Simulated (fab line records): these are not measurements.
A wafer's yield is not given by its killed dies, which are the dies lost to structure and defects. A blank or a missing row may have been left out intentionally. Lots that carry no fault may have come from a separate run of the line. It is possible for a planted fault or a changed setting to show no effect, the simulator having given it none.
A lot that was struck, set against a sound lot :: flow nand harc :: 43 steps out of a route of 1159
Sound: the wafers L179.3, L179.4, L179.5. The struck wafers were L184.1, L184.2, L184.3. The cause is named last.
For every step that has rows: the tool of each side, followed by ch and its chambers, followed by its first start. Under that, the readings that differ: sound wafers :: struck wafers :: difference of the means :: sigmas: that difference in standard deviations of wafers without a fault.
alike: same words and numbers on both sides, and readings whose means sit less than 2 such deviations apart. not compared: any withheld reading, any reading some wafer has no value for, any bound like >300 that may hide the same value, and any number with overlapping values for which the record gives no deviation.
The two part at a step that has a row with sigmas, a row that says differs or no value, or rows on one side only. Numbers that don't overlap but have no deviation are shown without sigmas and don't part them. Lack of a reading on every wafer of one side parts them only where that side has two or more wafers.

NHARC_A_M1_ETCH_35: etches the open film in N2/H2, target depth 40 nm, overetch 12 nm, time 43.94 s.
  sound on rie diel-09 ch 0,1,3, day 18 05:11; struck on rie diel-01 ch 0,1,3, day 20 04:29
  alike: drypump motor current A, mfc ar sccm, n2 flow sccm, oes product au, rf vpp V, showerhead plenum p Torr, throttle valve pct
  not compared: rf hours counter h
then, 1 step without rows for these wafers: NHARC_A_M1_ETCH_15 (etches the open film in C4F8/Ar, target depth 182.5 nm, time 91.2 s).
NHARC_A_M1_CD_MEAS_16:
  sound on cd sem-03 at day 18 05:25; struck on cd sem-03 at day 20 04:42
  alike: cd nm
then, 4 steps without rows for these wafers: NHARC_A_M1_STRIP_18 (strips in N2/H2); NHARC_A_M1_ETCH_28 (etches the open film in CF4/N2, target depth 30 nm, time 72.99 s); NHARC_A_M1_STRIP_19 (strips in post etch residue remover, time 600 s); NHARC_A_M1_DEGAS_29 (time 60 s).
NHARC_A_M1_PRE_CLEAN_30: time 30 s.
  sound on pvd sputter-02; struck on pvd sputter-01
  alike: heater power w
NHARC_A_M1_PVD_20: deposits TaN, target thk 5 nm, time 8.06 s.
  sound on pvd sputter-02; struck on pvd sputter-01
  alike: throttle valve pct
NHARC_A_M1_PVD_21: deposits Cu, target thk 30 nm, time 20.49 s.
  sound on pvd sputter-02; struck on pvd sputter-01
  alike: throttle valve pct
then, 2 steps without rows for these wafers: NHARC_A_M1_ECD_22 (material Cu, target thk 400 nm); NHARC_A_M1_ANNEAL_31 (time 90 s).
NHARC_A_M1_CMP_23: polishes, t overpolish 20 s, target thk 154.34 nm.
  sound on cmp-02 ch 1,2, day 18 07:12; struck on cmp-02 ch 0,1,3, day 20 06:47
  alike: motor current A, time to endpoint s
NHARC_A_M1_THK_MEAS_24: measures by xrf.
  sound on film metro-02 at day 18 07:31; struck on film metro-02 at day 20 07:06
  alike: thk nm
after that, 1 step had no rows for these wafers: NHARC_A_M1_SRD_25.
NHARC_A_M1_INSPECT_27:
  sound on defect inspect-01 at day 18 07:40; struck on defect inspect-01 at day 20 07:16
  alike: raw defect count
then, 2 steps without rows for these wafers: NHARC_A_M1_PRE_CLEAN_32 (time 12 s); NHARC_A_M1_DEP_33 (deposits SiCN, target thk 30 nm).
NHARC_A_BONDPAD_DEP_00: deposits SiCN, target thk 250 nm.
  sound on pecvd-01 ch 0,1, day 18 08:22; struck on pecvd-02 ch 0,1,2, day 20 07:57
  alike: heater power w
then, 1 step without rows for these wafers: NHARC_A_BONDPAD_CMP_29 (polishes SiCN, target thk 200 nm).
NHARC_A_BONDPAD_THK_MEAS_30: measures by ellipsometry.
  sound on film metro-01 at day 18 09:02; struck on film metro-01 at day 20 08:37
  alike: thk nm
then, 10 steps without rows for these wafers: NHARC_A_BONDPAD_SRD_31; NHARC_A_BONDPAD_DEHYDRATE_01 (time 120 s); NHARC_A_BONDPAD_HMDS_02 (time 30 s); NHARC_A_BONDPAD_COAT_33 (time 65 s); NHARC_A_BONDPAD_COAT_03 (resist thk 600 nm); NHARC_A_BONDPAD_SOFTBAKE_04 (time 70 s); NHARC_A_BONDPAD_EBR_05; NHARC_A_BONDPAD_EXPOSE_06 (exposes mask A BPAD); NHARC_A_BONDPAD_PEB_07 (peb time 80 s); NHARC_A_BONDPAD_DEVELOP_08 (time 50 s).
NHARC_A_BONDPAD_CD_MEAS_09: target cd 500 nm.
  sound on cd sem-03 ch 0, day 18 09:36; struck on cd sem-03 ch 0, day 20 09:03
  alike: cd nm
NHARC_A_BONDPAD_OVL_MEAS_35:
  sound on overlay-02 at day 18 09:41; struck on overlay-01 at day 20 09:08
  alike: overlay x nm, overlay y nm
then, 4 steps without rows for these wafers: NHARC_A_BONDPAD_HARDBAKE_10 (time 65 s); NHARC_A_BONDPAD_DESCUM_11 (chemistry O2, time 3 s); NHARC_A_BONDPAD_ETCH_34 (etches the open film in N2/H2, target depth 60 nm, overetch 18 nm, time 65.91 s); NHARC_A_BONDPAD_ETCH_12 (etches the open film in CHF3/O2, target depth 220 nm, time 110 s).
NHARC_A_BONDPAD_CD_MEAS_13:
  sound on cd sem-01 at day 18 10:08; struck on cd sem-01 at day 20 09:35
  alike: cd nm
then, 3 steps without rows for these wafers: NHARC_A_BONDPAD_STRIP_15 (strips in O2); NHARC_A_BONDPAD_ETCH_24 (etches the open film in CF4/N2, target depth 30 nm, time 72.99 s); NHARC_A_BONDPAD_STRIP_16 (strips in post etch residue remover, time 600 s).
NHARC_THIN_TSV_GRIND_00:
  sound on grinder-01 ch 0, day 18 22:26; struck on grinder-01 ch 0, day 21 04:01
reading: hold
sound: - - -
struck: await dispo/1.7h/release await dispo/1.7h/release await dispo/1.7h/release
difference: no value on the sound wafers
sigmas: 
  alike: motor current A
NHARC_END_SORT_01:
  sound on prober-02 ch 0, day 19 23:02; struck on prober-01 ch 0, day 22 06:22
reading: hold
sound: - - -
struck: await dispo/1.9h/release await dispo/1.9h/release await dispo/1.9h/release
difference: no value on the sound wafers
sigmas: 

reading: defect limited yield (%)
sound: 93.8 93.6 94.7
struck: 63.1 57.8 60.9
difference: -33.4
sigmas: -20

reading: killed at array
sound: 38 37 34
struck: 248 283 260
difference: +227
sigmas: +19

reading: killed dies
sound: 42 43 36
struck: 250 286 265
difference: +227
sigmas: +19

reading: sort_bin_2_pct (%)
sound: 1.3 2.2 1.6
struck: 12.1 13.7 11.5
difference: +10.7
sigmas: +15

reading: sort_bin_3_pct (%)
sound: 0.30 0.30 0
struck: 2.36 2.66 2.81
difference: +2.41
sigmas: +11

reading: sort_bin_4_pct (%)
sound: 4.6 3.8 3.7
struck: 22.5 25.8 24.8
difference: +20.3
sigmas: +17

reading: sort n pass
sound: 635 634 641
struck: 427 391 412
difference: -227
sigmas: -19

reading: sort rim yield pct (%)
sound: 97.2 99.1 98.1
struck: 62.3 61.3 61.3
difference: -36.5
sigmas: -24

reading: sort yield pct (%)
sound: 93.8 93.6 94.7
struck: 63.1 57.8 60.9
difference: -33.4
sigmas: -20
  alike: killed at other, killed at periphery, killed open, killed short

## WHERE THEY PART
First at NHARC_THIN_TSV_GRIND_00; last, within this record, at NHARC_END_SORT_01.

WHY: the cause the simulator had injected
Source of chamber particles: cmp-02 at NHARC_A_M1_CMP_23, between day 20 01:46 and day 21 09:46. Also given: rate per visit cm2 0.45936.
